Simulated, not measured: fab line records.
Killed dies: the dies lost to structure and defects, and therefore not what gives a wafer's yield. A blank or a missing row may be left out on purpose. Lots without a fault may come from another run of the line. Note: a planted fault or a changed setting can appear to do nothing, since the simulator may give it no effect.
Which tool did it? | flow n5Finfet | 11 lots, 31 wafers sampled, at 6 steps of a route of 1938

WHAT THE GAUGES SHOWED, per wafer
N5_FIN_SAQP_CD_MEAS_16 targets a cd of 35.6 nm.
lot  | measured    | on       | cdNm (nm)
L835 | day 1 21:45 | cdSem-03 | 35.56 36.01 35.36
L836 | day 2 04:11 | cdSem-01 | 35.78 35.88 35.80
L838 | day 2 16:04 | cdSem-01 | 35.78 35.94 35.79
L839 | day 2 21:47 | cdSem-03 | 35.53 35.62 35.45
L840 | day 3 04:07 | cdSem-03 | 35.20 35.81 35.36
L841 | day 3 12:44 | cdSem-03 | 35.83 35.78 35.49
L842 | day 3 15:35 | cdSem-01 | 35.68 34.69
L847 | day 4 21:58 | cdSem-03 | 35.59 34.44
L848 | day 5 05:47 | cdSem-02 | 35.72 35.67 35.22
L854 | day 6 15:59 | cdSem-03 | 36.02 36.13 35.78
L858 | day 7 16:19 | cdSem-03 | 35.62 35.71 35.24

N5_FIN_SAQP_INSPECT_18: inspects for defects (brightfield).
lot  | measured    | on               | rawDefectCount
L835 | day 1 21:49 | defectInspect-01 | 497 715 474
L836 | day 2 04:16 | defectInspect-02 | 465 527 336
L838 | day 2 16:08 | defectInspect-02 | 713 468 678
L839 | day 2 21:51 | defectInspect-01 | 393 358 350
L840 | day 3 04:11 | defectInspect-01 | 390 259 354
L841 | day 3 12:48 | defectInspect-01 | 550 581 361
L842 | day 3 15:38 | defectInspect-01 | 399 431
L847 | day 4 22:02 | defectInspect-01 | 415 425
L848 | day 5 05:50 | defectInspect-02 | 661 629 332
L854 | day 6 16:02 | defectInspect-02 | 707 473 549
L858 | day 7 16:22 | defectInspect-01 | 653 585 485

N5_BEOL_M4_RC_MEAS_101.
lot  | measured     | on        | DIBL_N (mV/V)  | DIBL_P (mV/V)  | IOFF_N (nA/um)    | IOFF_P (nA/um) | ION_N (uA/um) | ION_P (uA/um) | SS_N (mV/dec)  | SS_P (mV/dec)  | VT_N (mV)   | VT_P (mV)
L835 | day 8 01:25  | prober-02 | 37.3 33.5 37.9 | 39.2 33.7 38.8 | 0.188 0.117 0.207 | 0.26 0.17 0.27 | 684 662 700   | 476 463 476   | 70.9 71.1 71.1 | 74.0 72.5 74.2 | 245 256 243 | -248 -251 -245
L836 | day 8 09:25  | prober-02 | 35.3 37.4 35.5 | 36.1 37.9 35.7 | 0.139 0.165 0.137 | 0.18 0.20 0.18 | 670 675 673   | 453 460 456   | 71.1 71.7 71.6 | 73.2 73.4 72.4 | 252 250 253 | -255 -250 -252
L838 | day 9 00:14  | prober-02 | 38.4 39.5 36.4 | 37.5 39.5 35.9 | 0.175 0.193 0.144 | 0.22 0.27 0.20 | 679 685 678   | 461 473 464   | 72.8 72.2 70.8 | 73.6 74.4 73.0 | 251 250 251 | -251 -249 -253
L839 | day 9 06:08  | prober-01 | 37.5 37.4 36.8 | 36.1 36.3 35.5 | 0.193 0.183 0.180 | 0.24 0.25 0.24 | 691 685 697   | 468 471 476   | 71.4 70.9 70.6 | 73.7 73.9 72.9 | 245 246 245 | -246 -243 -243
L840 | day 9 06:33  | prober-02 | 34.5 33.6 33.7 | 35.5 34.5 34.1 | 0.142 0.126 0.124 | 0.20 0.17 0.17 | 675 665 670   | 468 452 447   | 71.3 71.1 71.2 | 72.8 72.9 72.5 | 251 250 252 | -250 -254 -252
L841 | day 9 15:37  | prober-02 | 37.0 35.2 35.6 | 38.7 35.6 36.5 | 0.192 0.153 0.159 | 0.25 0.20 0.21 | 690 680 670   | 467 464 463   | 71.4 71.2 71.8 | 73.6 73.2 72.8 | 248 250 252 | -247 -253 -250
L842 | day 9 15:46  | prober-01 | 33.7 31.5      | 33.4 30.3      | 0.121 0.091       | 0.17 0.13      | 658 647       | 458 445       | 70.6 70.2      | 72.8 72.0      | 253 256     | -255 -257
L847 | day 11 00:41 | prober-02 | 33.4 36.6      | 32.2 37.2      | 0.113 0.168       | 0.16 0.23      | 656 684       | 449 465       | 71.4 71.2      | 71.8 73.2      | 254 249     | -252 -248
L848 | day 11 11:49 | prober-01 | 34.2 34.2 35.0 | 35.2 34.9 35.9 | 0.139 0.136 0.168 | 0.20 0.21 0.23 | 672 676 678   | 467 472 466   | 71.2 71.8 71.3 | 72.5 72.8 73.4 | 252 253 247 | -251 -248 -249
L854 | day 13 01:37 | prober-01 | 36.5 37.5 34.7 | 36.6 37.0 35.0 | 0.159 0.174 0.136 | 0.20 0.21 0.18 | 669 680 661   | 459 464 460   | 71.4 72.2 70.6 | 73.7 73.4 72.9 | 253 250 253 | -251 -249 -254
L858 | day 13 18:08 | prober-01 | 38.3 34.6 35.0 | 36.3 32.5 33.8 | 0.182 0.124 0.136 | 0.21 0.17 0.18 | 675 668 665   | 454 456 461   | 71.5 71.3 71.1 | 73.9 72.6 73.1 | 248 254 249 | -251 -253 -253

TOOL THAT RAN EACH LOT (tool first, then ch and the chambers of the sampled wafers, then the start)
lot  | N5_PMOS_HMC_CHANNEL_EPI_CMP_21 | N5_FIN_SAQP_PEB_14              | N5_FIN_SAQP_SPACER1_ALD_24
L835 | cmp-03 ch 1,2,3, day 1 19:19   | lithoTrack-03 ch 0, day 1 21:41 | aldSin-01 ch 0,2,3, day 1 23:29
L836 | cmp-02 ch 0,2,3, day 2 02:01   | lithoTrack-05 ch 0, day 2 04:08 | aldSin-04 ch 0,2,3, day 2 05:40
L838 | cmp-03 ch 1,3, day 2 13:59     | lithoTrack-03 ch 0, day 2 16:00 | aldSin-01 ch 0,1,3, day 2 17:15
L839 | cmp-01 ch 0,1, day 2 19:39     | lithoTrack-05 ch 0, day 2 21:43 | aldSin-02 ch 0,1,3, day 2 23:15
L840 | cmp-01 ch 0,2,3, day 3 01:31   | lithoTrack-03 ch 0, day 3 04:03 | aldSin-04 ch 0,1,2, day 3 05:18
L841 | cmp-03 ch 0,1,2, day 3 10:16   | lithoTrack-05 ch 0, day 3 12:40 | aldSin-02 ch 0,3, day 3 14:02
L842 | cmp-03 ch 2,3, day 3 13:36     | lithoTrack-03 ch 0, day 3 15:31 | aldSin-02 ch 0,3, day 3 16:46
L847 | cmp-03 ch 2,3, day 4 19:37     | lithoTrack-03 ch 0, day 4 21:54 | aldSin-02 ch 0,2, day 4 23:34
L848 | cmp-02 ch 0,2,3, day 5 01:19   | lithoTrack-05 ch 0, day 5 05:43 | aldSin-02 ch 0,1,2, day 5 07:02
L854 | cmp-02 ch 0,1, day 6 13:47     | lithoTrack-02 ch 0, day 6 15:55 | aldSin-02 ch 0,2,3, day 6 17:49
L858 | cmp-03 ch 0,3, day 7 14:03     | lithoTrack-02 ch 0, day 7 16:14 | aldSin-02 ch 0,1, day 7 18:13
- N5_PMOS_HMC_CHANNEL_EPI_CMP_21: polishes SiGe30, target thk 54 nm.
- N5_FIN_SAQP_PEB_14: peb time 60 s.
- N5_FIN_SAQP_SPACER1_ALD_24: deposits SiO2, target thk 20.3 nm, pulse time 1 s, purge time 2 s.

WHAT THE TOOLS THEMSELVES READ (means of the sampled wafers that have a number; where no wafer has one, the mark that the record gives instead)
N5_PMOS_HMC_CHANNEL_EPI_CMP_21.
lot  | tool   | motorCurrentA (A)
L835 | cmp-03 | 11.7
L836 | cmp-02 | 12.4
L838 | cmp-03 | 10.8
L839 | cmp-01 | 14.2
L840 | cmp-01 | 13.0
L841 | cmp-03 | 12.5
L842 | cmp-03 | 11.6
L847 | cmp-03 | 11.2
L848 | cmp-02 | 12.0
L854 | cmp-02 | 11.4
L858 | cmp-03 | 13.0

N5_FIN_SAQP_SPACER1_ALD_24.
lot  | tool      | heaterPowerW (W) | precursorPulseHeightRel | susceptorTempC (C)
L835 | aldSin-01 | 473              | 1.022                   | 300.13
L836 | aldSin-04 | 433              | 1.021                   | 299.73
L838 | aldSin-01 | 477              | 1.005                   | 300.15
L839 | aldSin-02 | 487              | 0.998                   | 299.92
L840 | aldSin-04 | 480              | 0.977                   | 300.07
L841 | aldSin-02 | 484              | 1.007                   | 300.02
L842 | aldSin-02 | 492              | 1.015                   | 300.24
L847 | aldSin-02 | 448              | 0.983                   | 299.76
L848 | aldSin-02 | 466              | 1.015                   | 300.03
L854 | aldSin-02 | 469              | 0.998                   | 299.98
L858 | aldSin-02 | 492              | 0.979                   | 300.05

THE ANSWER, worked out from the rows above alone
Rule: the usual values come from the lots themselves. The widest of any qualifying gaps counts: lots, ordered by their means at a reading, are off when they make up no more than a third of the lots, leave a main group of 4 or more, and stand apart from it by 3 or more times the standard deviation of that group's means. A main group is skipped when, at the precision printed for the reading in the tables above, its means are all equal. Also off: a lot with no number at a reading for which 4 or more lots have one. The other lots that the step has rows for count as sound. Order of review: gauges by route order, followed by the tools' own readings, for which a lot's mean as printed above is used. The first step at which some lot is off is used, and at that step the reading that is off furthest; a lot without a number counts as furthest.
Across all readings shown, no lot is off: no conclusion can be drawn from this.

WHAT HAD BEEN PUT IN BY THE SIMULATOR
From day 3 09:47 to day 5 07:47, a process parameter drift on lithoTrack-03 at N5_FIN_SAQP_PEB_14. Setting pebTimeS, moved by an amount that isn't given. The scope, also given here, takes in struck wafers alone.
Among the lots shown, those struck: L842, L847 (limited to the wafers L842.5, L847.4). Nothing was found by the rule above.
